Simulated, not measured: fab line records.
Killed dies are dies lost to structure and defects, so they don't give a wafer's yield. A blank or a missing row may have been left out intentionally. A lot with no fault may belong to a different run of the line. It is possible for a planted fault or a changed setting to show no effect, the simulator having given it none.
Matching of chambers | flow n5Finfet | 4 sister chambers for N5_SPACER0_ALD_00 on aldSin-03
The step deposits SiOCN, target thk 3.5 nm, pulse time 3 s, purge time 2 s. 4 wafers are shown with their chamber, then 12 later ones without.

EACH WAFER AND ITS CHAMBER
wafer  | chamber | heaterPowerW (W)
L077.6 | 0       | 960
L088.2 | 1       | 738
L090.4 | 3       | 670
L090.6 | 2       | 1015

WAFERS WITHOUT THEIR CHAMBER
wafer  | heaterPowerW (W)
L091.1 | 1025
L091.5 | 729
L091.6 | 946
L092.1 | 953
L092.3 | 746
L092.4 | 1026
L093.1 | 689
L093.4 | 1049
L093.6 | 952
L095.3 | 1004
L095.5 | 739
L095.6 | 981

EACH ONE'S CHAMBER
wafer  | from the rows above     | in truth
L091.1 | 2                       | 2
L091.5 | 1                       | 1
L091.6 | 0                       | 0
L092.1 | 0                       | 0
L092.3 | 1                       | 1
L092.4 | 2                       | 2
L093.1 | can't be placed: 3 or 1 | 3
L093.4 | 2                       | 2
L093.6 | 0                       | 0
L095.3 | 2                       | 2
L095.5 | 1                       | 1
L095.6 | can't be placed: 0 or 2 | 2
Correctly placed: 10 of 12. Can't be placed from these rows: 2 (the true chamber is among the candidates in 2). Number placed wrongly: 0.
How it was worked out, from the rows above alone: a wafer's distance from a chamber is the root of the sum, over the readings, of the square of ((its reading less the chamber's mean) divided by the reading's scatter). If the next closest chamber is less than 2 further off than the closest, the wafer can't be placed; otherwise it belongs to the closest. The mean given for a chamber averages the wafers shown for that chamber. The scatter (one wafer shown for each chamber): square how far every hidden wafer sits from the nearest shown wafer, average those squares and take the square root.
